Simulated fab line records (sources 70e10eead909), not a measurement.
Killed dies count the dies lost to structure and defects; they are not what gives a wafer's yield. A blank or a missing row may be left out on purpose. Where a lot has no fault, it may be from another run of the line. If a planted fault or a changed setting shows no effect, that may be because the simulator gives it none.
Chamber matching	flow nandHarc	NHARC_P_BONDPAD_ACTIVATE_29 on rieDiel-04: 4 sister chambers
The step chemistry N2, time 60 s. 7 wafers are shown with their chamber, then 6 later ones without.

== WAFERS, EACH WITH ITS CHAMBER ==
wafer	chamber	showerheadPlenumPTorr (Torr)	oesProductAu (a.u.)
L382.3	0	1.69	1.018
L384.6	2	1.87	1.020
L391.6	1	1.73	1.013
L392.4	3	1.81	0.990
L394.3	3	1.80	1.008
L394.4	2	1.86	1.011
L394.5	1	1.73	1.018

== WAFERS WHOSE CHAMBER IS MISSING ==
wafer	showerheadPlenumPTorr (Torr)	oesProductAu (a.u.)
L395.2	1.73	1.014
L395.3	1.86	1.023
L395.5	1.69	1.018
L399.3	1.69	1.006
L399.5	1.69	1.004
L399.6	1.73	1.002

== WHICH CHAMBER EACH ONE RAN IN ==
wafer	from the rows above	in truth
L395.2	1	1
L395.3	2	2
L395.5	0	0
L399.3	0	0
L399.5	0	0
L399.6	1	1
Correct placement for 6 of the 6. Not placeable from these rows: 0. Placed wrongly: 0.
How it was worked out, from the rows above alone: a wafer's distance from a chamber is the root of the sum, over the readings, of the square of ((its reading less the chamber's mean) divided by the reading's scatter). The wafer belongs to the nearest chamber; if the next one is less than 2 further off, it can't be placed. The mean given for a chamber averages the wafers shown for that chamber. How the scatter is found: for the shown wafers, subtract from each reading the mean of its chamber, square and add these, divide the total by (wafers less chambers), then take the root.
